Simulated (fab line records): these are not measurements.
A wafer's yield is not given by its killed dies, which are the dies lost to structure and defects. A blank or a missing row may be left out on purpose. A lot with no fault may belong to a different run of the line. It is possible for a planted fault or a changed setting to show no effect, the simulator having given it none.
fab line records	flow n5Finfet
record lots=7	wafers=39
route steps=1938 shown BEOL_M5@1112 BEOL_M7@1263 BEOL_M11@1539
startH: the number of hours between the record's first day and the start of the first shown wafer of the lot	waitH: time in hours since the lot's previous step	" unchanged from the row above	L1.1+2: a single row standing in for several wafers	- no value present, or no start provided	* or withheld: withheld	< > ~ a bound
route shown NAME@n: names a module that has steps shown in the file, with the first one's number in the route	usual: mean/standard deviation taken from wafers without a fault	same: alike in all rows	chamber/n: place in a boat	sites: each site's reading	_std_site: standard deviation of those values	_edge_site: mean of outer sites minus mean of inner sites	radiusMm: how far each site lies from the wafer's centre	mask NAME#n: copy n	behind: the last tool/chamber to shape the wafer	hold: why the lot went on hold/how many hours it stayed there/how the hold came to an end	device: names the non-switching transistor (n, p or np)	end of line: the route-end tests of the same wafers	for a step that has no rows: nothing shown but its recipe	killed: dies that structure and defects cost at the first sort, which is not the same as the wafer's yield	map: the dies of a wafer, with x for killed, . for not killed, _ for no die there
set.NAME: the setting the step ran with; set.NAME@STEP: the setting that earlier step ran with	model.NAME: the simulator's own value behind a step, which no gauge read
lots where settings were altered on purpose, with a table for each step and a row for each wafer
## steps
# step N5_BEOL_M5_ILD_DEP_00
# recipe material=SiCOH_lowk	targetThkA=1406.4	tempC=300	precursor=DEMS/porogen	pressureTorr=5	rfW=500	timeS=25.9
lot.wafer	tool	chamber	startH	waitH	set.timeS	model.SiCOH_lowk_of_BEOL_M5_ILD_DEP_00.thkNm
L074.1	pecvd-03	0	222.19	0.8	25.9	140
L074.2	"	1	"	"	25.9	141.6
L074.3	"	2	"	"	25.9	141.2
L074.4	"	2	"	"	25.9	142.2
L074.5	"	1	"	"	25.9	142.4
L074.6	"	0	"	"	25.9	141.4
L077.1	pecvd-02	2	227.08	0.8	37.69	202.2
L077.2+6	"	1,0	"	"	25.9	141
L077.3	"	0	"	"	25.9	137.2
L077.4	"	2	"	"	37.69	205.2
L077.5	"	1	"	"	37.69	203.6
L075.1	pecvd-02	0	228.36	0.8	21.3	115.2
L075.2	"	2	"	"	21.3	115.4
L075.3	"	1	"	"	21.3	114.8
L075.4	"	2	"	"	25.9	142.2
L075.5	"	0	"	"	25.9	141.8
L075.6	"	1	"	"	25.9	141.6
L079.2	pecvd-02	0	233.15	0.7	25.9	139.6
L079.4	"	2	"	"	25.9	143.2
L079.5	"	1	"	"	25.9	144
L081.1+3	pecvd-04	0,1	253.27	0.8	13.86	74
L081.2	"	2	"	"	25.9	135.6
L081.4	"	0	"	"	25.9	139.6
L081.5	"	1	"	"	13.86	77
L081.6	"	2	"	"	25.9	141
L087.1	pecvd-02	0	292.08	0.8	25.9	139.8
L087.2	"	2	"	"	25.9	141.8
L087.3	"	1	"	"	25.9	139.2
L087.4	"	1	"	"	25.9	142.2
L087.5	"	2	"	"	25.9	142.6
L087.6	"	0	"	"	25.9	141.6
L089.1	pecvd-02	1	307.07	0.8	25.9	140
L089.2	"	0	"	"	25.9	140.6
L089.3	"	2	"	"	18.36	100.2
L089.4	"	2	"	"	25.9	143.2
L089.5	"	1	"	"	18.36	103.8
L089.6	"	0	"	"	18.36	102.6
# step N5_BEOL_M5_CURE_79
# recipe tempC=385	timeS=240	ambient=He/Ar	material=SiCOH_lowk
lot.wafer	tool	chamber	startH	waitH	set.timeS@BEOL_M5_ILD_DEP_00	model.SiCOH_lowk_of_BEOL_M5_ILD_DEP_00.thkNm
L074.1	uvCure-02	0	222.25	0.0	25.9	120.6
L074.2	"	0	"	"	25.9	121.8
L074.3	"	0	"	"	25.9	121.4
L074.4	"	0	"	"	25.9	122.2
L074.5	"	0	"	"	25.9	122.6
L074.6	"	0	"	"	25.9	121.6
L077.1	uvCure-01	0	227.14	0.0	37.69	174.6
L077.2	"	0	"	"	25.9	121.4
L077.3	"	0	"	"	25.9	118
L077.4	"	0	"	"	37.69	177.2
L077.5	"	0	"	"	37.69	175.8
L077.6	"	0	"	"	25.9	121.2
L075.1	uvCure-02	2	228.42	0.0	21.3	99
L075.2	"	2	"	"	21.3	99.2
L075.3	"	2	"	"	21.3	98.6
L075.4	"	2	"	"	25.9	122.4
L075.5	"	2	"	"	25.9	122
L075.6	"	2	"	"	25.9	121.8
L079.2	uvCure-01	0	233.64	0.5	25.9	120
L079.4	"	0	"	"	25.9	123.2
L079.5	"	0	"	"	25.9	124
L081.1+3	uvCure-03	0	253.33	0.0	13.86	63.4
L081.2	"	0	"	"	25.9	116.8
L081.4	"	0	"	"	25.9	120.2
L081.5	"	0	"	"	13.86	66
L081.6	"	0	"	"	25.9	121.2
L087.1	uvCure-02	2	292.14	0.0	25.9	120.2
L087.2	"	2	"	"	25.9	122
L087.3	"	2	"	"	25.9	119.6
L087.4	"	2	"	"	25.9	122.4
L087.5	"	2	"	"	25.9	122.8
L087.6	"	2	"	"	25.9	121.8
L089.1	uvCure-01	2	307.13	0.0	25.9	120.6
L089.2	"	2	"	"	25.9	121
L089.3	"	2	"	"	18.36	86
L089.4	"	2	"	"	25.9	123.2
L089.5	"	2	"	"	18.36	89
L089.6	"	2	"	"	18.36	88
# step N5_BEOL_M5_THK_MEAS_01
# recipe reads=SiCOH_lowk_of_BEOL_M5_ILD_DEP_00
# usual M5_ILD_THK=120.9/1.6
lot.wafer	tool	chamber	startH	waitH	set.timeS@BEOL_M5_ILD_DEP_00	M5_ILD_THK[nm]
L074.1	filmMetro-01	-	222.76	0.4	25.9	120.4
L074.2	"	-	"	"	25.9	121.8
L074.3	"	-	"	"	25.9	121.3
L074.4	"	-	"	"	25.9	122.4
L074.5	"	-	"	"	25.9	122.6
L074.6	"	-	"	"	25.9	121.8
L077.1	filmMetro-02	-	227.65	0.4	37.69	174.7
L077.2	"	-	"	"	25.9	121.3
L077.3	"	-	"	"	25.9	118.0
L077.4	"	-	"	"	37.69	177.2
L077.5	"	-	"	"	37.69	175.8
L077.6	"	-	"	"	25.9	121.3
L075.1	filmMetro-01	-	229.42	0.8	21.3	99.1
L075.2	"	-	"	"	21.3	99.3
L075.3	"	-	"	"	21.3	98.6
L075.4	"	-	"	"	25.9	122.4
L075.5	"	-	"	"	25.9	122.0
L075.6	"	-	"	"	25.9	121.8
L079.2	filmMetro-02	-	234.07	0.4	25.9	120.1
L079.4	"	-	"	"	25.9	123.1
L079.5	"	-	"	"	25.9	123.8
L081.1	filmMetro-02	-	253.84	0.4	13.86	63.4
L081.2	"	-	"	"	25.9	116.8
L081.3	"	-	"	"	13.86	63.4
L081.4	"	-	"	"	25.9	120.2
L081.5	"	-	"	"	13.86	66.0
L081.6	"	-	"	"	25.9	121.3
L087.1	filmMetro-02	-	292.65	0.4	25.9	120.2
L087.2	"	-	"	"	25.9	121.8
L087.3	"	-	"	"	25.9	119.7
L087.4	"	-	"	"	25.9	122.4
L087.5	"	-	"	"	25.9	122.7
L087.6	"	-	"	"	25.9	121.9
L089.1	filmMetro-02	-	307.64	0.4	25.9	120.5
L089.2	"	-	"	"	25.9	121.0
L089.3	"	-	"	"	18.36	85.9
L089.4	"	-	"	"	25.9	123.3
L089.5	"	-	"	"	18.36	89.0
L089.6	"	-	"	"	18.36	88.0
# step N5_BEOL_M7_ILD_DEP_00
# recipe material=SiCOH_lowk	targetThkA=1797.5	tempC=300	precursor=DEMS/porogen	pressureTorr=5	rfW=500	timeS=33.4
lot.wafer	tool	chamber	startH	waitH	set.targetThkA	model.SiCOH_lowk_of_BEOL_M7_ILD_DEP_00.thkNm
L074.1	pecvd-03	1	249.27	0.0	779.8	71.2
L074.2	"	2	"	"	1797.5	175
L074.3	"	0	"	"	1797.5	173.2
L074.4	"	2	"	"	779.8	75.2
L074.5	"	1	"	"	1797.5	176.6
L074.6	"	0	"	"	779.8	70.2
L077.1	pecvd-01	2	252.65	0.0	1797.5	178.6
L077.2	"	0	"	"	1797.5	176.6
L077.3	"	1	"	"	2457	243.4
L077.4	"	1	"	"	2457	245.6
L077.5	"	0	"	"	2457	246.6
L077.6	"	2	"	"	1797.5	180.4
L079.2	pecvd-04	0	255.88	0.0	1797.5	178.6
L079.4	"	1	"	"	1797.5	179
L079.5	"	2	"	"	1797.5	181.8
L075.1	pecvd-01	0	256.53	0.0	865.4	84.8
L075.2	"	1	"	"	1797.5	175.6
L075.3	"	2	"	"	865.4	85
L075.4	"	0	"	"	1797.5	177.8
L075.5	"	1	"	"	865.4	89.8
L075.6	"	2	"	"	1797.5	182.2
L081.1	pecvd-04	2	277.53	0.0	1797.5	177.6
L081.2	"	1	"	"	1797.5	176.2
L081.3	"	0	"	"	1797.5	176.4
L081.4	"	2	"	"	1797.5	180
L081.5	"	1	"	"	1797.5	177.4
L081.6	"	0	"	"	1797.5	177
L087.1	pecvd-03	1	312.16	0.0	1797.5	173.4
L087.2	"	2	"	"	2799	275.6
L087.3	"	0	"	"	1797.5	174.8
L087.4	"	0	"	"	2799	278
L087.5	"	1	"	"	2799	280.4
L087.6	"	2	"	"	1797.5	179
L089.1	pecvd-03	2	329.67	0.0	1797.5	174.8
L089.2	"	1	"	"	2656	261.4
L089.3	"	0	"	"	1797.5	175.6
L089.4	"	1	"	"	1797.5	178.6
L089.5	"	0	"	"	2656	265.2
L089.6	"	2	"	"	2656	264
# step N5_BEOL_M7_CURE_74
# recipe tempC=385	timeS=240	ambient=He/Ar	material=SiCOH_lowk
lot.wafer	tool	chamber	startH	waitH	set.targetThkA@BEOL_M7_ILD_DEP_00	model.SiCOH_lowk_of_BEOL_M7_ILD_DEP_00.thkNm
L074.1	uvCure-02	0	249.33	0.0	779.8	61
L074.2	"	0	"	"	1797.5	150.8
L074.3	"	0	"	"	1797.5	149.2
L074.4	"	0	"	"	779.8	64.4
L074.5	"	0	"	"	1797.5	152.2
L074.6	"	0	"	"	779.8	60.2
L077.1	uvCure-01	0	252.72	0.0	1797.5	154
L077.2	"	0	"	"	1797.5	152.2
L077.3	"	0	"	"	2457	210.6
L077.4	"	0	"	"	2457	212.6
L077.5	"	0	"	"	2457	213.4
L077.6	"	0	"	"	1797.5	155.6
L079.2	uvCure-03	2	256.03	0.1	1797.5	154
L079.4	"	2	"	"	1797.5	154.4
L079.5	"	2	"	"	1797.5	156.8
L075.1+3	uvCure-01	0	256.60	0.0	865.4	72.8
L075.2	"	0	"	"	1797.5	151.4
L075.4	"	0	"	"	1797.5	153.4
L075.5	"	0	"	"	865.4	77
L075.6	"	0	"	"	1797.5	157.2
L081.1	uvCure-02	1	277.59	0.0	1797.5	153.2
L081.2	"	1	"	"	1797.5	151.8
L081.3	"	1	"	"	1797.5	152.2
L081.4	"	1	"	"	1797.5	155.2
L081.5	"	1	"	"	1797.5	152.8
L081.6	"	1	"	"	1797.5	152.6
L087.1	uvCure-01	1	312.24	0.1	1797.5	149.6
L087.2	"	1	"	"	2799	238.8
L087.3	"	1	"	"	1797.5	150.8
L087.4	"	1	"	"	2799	241.2
L087.5	"	1	"	"	2799	243.2
L087.6	"	1	"	"	1797.5	154.2
L089.1	uvCure-01	1	329.73	0.0	1797.5	150.6
L089.2	"	1	"	"	2656	226.6
L089.3	"	1	"	"	1797.5	151.4
L089.4	"	1	"	"	1797.5	154
L089.5	"	1	"	"	2656	229.8
L089.6	"	1	"	"	2656	228.8
# step N5_BEOL_M7_THK_MEAS_01
# recipe reads=SiCOH_lowk_of_BEOL_M7_ILD_DEP_00
# usual M7_ILD_THK=154.0/2.2
lot.wafer	tool	chamber	startH	waitH	set.targetThkA@BEOL_M7_ILD_DEP_00	M7_ILD_THK[nm]
L074.1	filmMetro-02	-	249.84	0.4	779.8	61.0
L074.2	"	-	"	"	1797.5	150.9
L074.3	"	-	"	"	1797.5	149.1
L074.4	"	-	"	"	779.8	64.4
L074.5	"	-	"	"	1797.5	152.3
L074.6	"	-	"	"	779.8	60.1
L077.1	filmMetro-02	-	253.23	0.4	1797.5	154.0
L077.2	"	-	"	"	1797.5	152.3
L077.3	"	-	"	"	2457	210.6
L077.4	"	-	"	"	2457	212.6
L077.5	"	-	"	"	2457	213.4
L077.6	"	-	"	"	1797.5	155.5
L079.2	filmMetro-01	-	256.46	0.4	1797.5	153.9
L079.4	"	-	"	"	1797.5	154.4
L079.5	"	-	"	"	1797.5	156.8
L075.1	filmMetro-02	-	257.11	0.4	865.4	72.7
L075.2	"	-	"	"	1797.5	151.3
L075.3	"	-	"	"	865.4	72.9
L075.4	"	-	"	"	1797.5	153.3
L075.5	"	-	"	"	865.4	77.0
L075.6	"	-	"	"	1797.5	157.1
L081.1	filmMetro-02	-	278.10	0.4	1797.5	153.1
L081.2	"	-	"	"	1797.5	151.8
L081.3	"	-	"	"	1797.5	152.1
L081.4	"	-	"	"	1797.5	155.2
L081.5	"	-	"	"	1797.5	152.7
L081.6	"	-	"	"	1797.5	152.6
L087.1	filmMetro-01	-	312.75	0.4	1797.5	149.5
L087.2	"	-	"	"	2799	238.9
L087.3	"	-	"	"	1797.5	150.9
L087.4	"	-	"	"	2799	241.0
L087.5	"	-	"	"	2799	243.6
L087.6	"	-	"	"	1797.5	154.4
L089.1	filmMetro-02	-	330.25	0.4	1797.5	150.5
L089.2	"	-	"	"	2656	226.6
L089.3	"	-	"	"	1797.5	151.3
L089.4	"	-	"	"	1797.5	154.0
L089.5	"	-	"	"	2656	230.1
L089.6	"	-	"	"	2656	228.7
# step N5_BEOL_M11_PECVD_70
# recipe material=SiO2	targetThkA=200	tempC=400	precursor=TEOS/O2	pressureTorr=5.5	rfW=450	teosFlowSccm=53.8	gas=O2	flowSccm=3000	timeS=22.7
lot.wafer	tool	chamber	startH	waitH	set.timeS	model.SiO2_of_BEOL_M11_PECVD_70.thkNm
L074.1	pecvd-03	2	281.23	0.0	22.7	19
L074.2	"	0	"	"	10.55	8.8
L074.3	"	1	"	"	10.55	9
L074.4	"	2	"	"	22.7	19.6
L074.5	"	0	"	"	22.7	19.4
L074.6	"	1	"	"	10.55	9.4
L077.1	pecvd-01	1	285.09	0.0	14.63	12.8
L077.2+4	"	0,1	"	"	14.63	13.2
L077.3	"	0	"	"	22.7	20.4
L077.5	"	1	"	"	22.7	20.2
L077.6	"	0	"	"	22.7	20.6
L079.2	pecvd-04	1	288.55	0.0	22.7	19.8
L079.4	"	2	"	"	22.7	20
L079.5	"	1	"	"	22.7	19.6
L075.1	pecvd-01	0	293.97	0.0	22.7	20
L075.2	"	1	"	"	22.7	19.8
L075.3+4	"	0,1	"	"	35.91	31.4
L075.5	"	1	"	"	22.7	20.2
L075.6	"	0	"	"	35.91	31.6
L081.1	pecvd-03	0	306.84	0.0	34.96	30
L081.2+6	"	1,0	"	"	34.96	30.6
L081.3	"	2	"	"	22.7	20
L081.4	"	1	"	"	22.7	20.2
L081.5	"	2	"	"	22.7	19.8
L087.1	pecvd-03	0	347.22	0.0	35.49	30
L087.2	"	2	"	"	22.7	19.6
L087.3	"	1	"	"	22.7	19.8
L087.4	"	1	"	"	22.7	20
L087.5	"	0	"	"	35.49	30.4
L087.6	"	2	"	"	35.49	30.8
L089.1	pecvd-03	0	363.85	0.0	22.7	19.6
L089.2+3	"	1,2	"	"	14.23	12.8
L089.4	"	1	"	"	22.7	20.2
L089.5	"	0	"	"	22.7	20
L089.6	"	2	"	"	14.23	12.6
# step N5_BEOL_M11_HM_DEP_02
# recipe material=TiN	targetThkA=200	tempC=25	chamberPressurePa=0.49996
# step N5_BEOL_M11_COAT_59
# recipe resist=SOC	tempC=250	timeS=60	spinRpm=1500	resistThkNm=100
# step N5_BEOL_M11_ECD_50
# recipe material=Cu	targetThkA=3180
# step N5_BEOL_M11_ANNEAL_51
# recipe tempC=225	timeS=90	ambient=N2
# step N5_BEOL_M11_CMP_52
# recipe stopOn=SiCOH_lowk	tOverpolishS=7	downForcePsi=1	platenRpm=50	clearingPlatenDownForcePsi=1.5	clearingPlatenRpm=50	postCmpClean=cuAlkaline	targetThkNm=140	clearingPlatenPadVelocityMS=0.99484	padVelocityMS=0.99484
# usual barrierFieldEndpointS=29.0/0.75
lot.wafer	tool	chamber	startH	waitH	set.timeS@BEOL_M11_PECVD_70	barrierFieldEndpointS
L074.4	cmp-03	2	288.75	0.1	22.7	28.1
L074.2	"	3	"	"	10.55	15.8
L074.3	"	0	"	"	10.55	15.3
L074.1	"	1	"	"	22.7	27.7
L074.6	"	2	"	"	10.55	16.1
L074.5	"	3	"	"	22.7	28.5
L077.1	cmp-02	0	292.77	0.3	14.63	20.9
L077.2	"	1	"	"	14.63	21.3
L077.3	"	2	"	"	22.7	30.1
L077.4	"	3	"	"	14.63	21.3
L077.5	"	0	"	"	22.7	29.4
L077.6	"	1	"	"	22.7	30.2
L079.4	cmp-02	0	295.67	0.1	22.7	30.3
L079.2	"	3	"	"	22.7	30.3
L079.5	"	0	"	"	22.7	30.1
L075.3	cmp-03	1	301.74	0.2	35.91	43.1
L075.1	"	2	"	"	22.7	28.7
L075.2	"	3	"	"	22.7	29.4
L075.4	"	0	"	"	35.91	42.2
L075.5	"	1	"	"	22.7	29.4
L075.6	"	2	"	"	35.91	42.9
L081.3	cmp-02	3	313.34	0.2	22.7	28.1
L081.1	"	0	"	"	34.96	41.8
L081.4	"	1	"	"	22.7	29.3
L081.2	"	2	"	"	34.96	42.1
L081.5	"	3	"	"	22.7	28.7
L081.6	"	0	"	"	34.96	42.2
L087.1	cmp-03	1	355.29	0.3	35.49	41.3
L087.2	"	2	"	"	22.7	28.8
L087.4	"	3	"	"	22.7	29.2
L087.3	"	0	"	"	22.7	28.9
L087.5	"	1	"	"	35.49	42.1
L087.6	"	2	"	"	35.49	42.2
L089.2	cmp-03	3	372.56	0.2	14.23	21.2
L089.3	"	0	"	"	14.23	20.3
L089.4	"	1	"	"	22.7	29.9
L089.1	"	2	"	"	22.7	29.2
L089.6	"	3	"	"	14.23	20.7
L089.5	"	0	"	"	22.7	29.9
## key
split step=N5_BEOL_M5_ILD_DEP_00	setting=timeS	stated=25.9	by=wafer
response step=N5_BEOL_M5_ILD_DEP_00	reading=model.SiCOH_lowk_of_BEOL_M5_ILD_DEP_00.thkNm	change=+1.39	per=1%	r=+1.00
response step=N5_BEOL_M5_CURE_79	reading=model.SiCOH_lowk_of_BEOL_M5_ILD_DEP_00.thkNm	change=+1.2	per=1%	r=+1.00
response step=N5_BEOL_M5_THK_MEAS_01	reading=M5_ILD_THK	change=+1.2	per=1%	r=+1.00
split step=N5_BEOL_M7_ILD_DEP_00	setting=targetThkA	stated=1797.5	by=wafer
response step=N5_BEOL_M7_ILD_DEP_00	reading=model.SiCOH_lowk_of_BEOL_M7_ILD_DEP_00.thkNm	change=+1.81	per=1%	r=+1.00
response step=N5_BEOL_M7_CURE_74	reading=model.SiCOH_lowk_of_BEOL_M7_ILD_DEP_00.thkNm	change=+1.58	per=1%	r=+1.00
response step=N5_BEOL_M7_THK_MEAS_01	reading=M7_ILD_THK	change=+1.58	per=1%	r=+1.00
split step=N5_BEOL_M11_PECVD_70	setting=timeS	stated=22.7	by=wafer
response step=N5_BEOL_M11_PECVD_70	reading=model.SiO2_of_BEOL_M11_PECVD_70.thkNm	change=+0.194	per=1%	r=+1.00
response step=N5_BEOL_M11_CMP_52	reading=barrierFieldEndpointS	change=+0.236	per=1%	r=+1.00
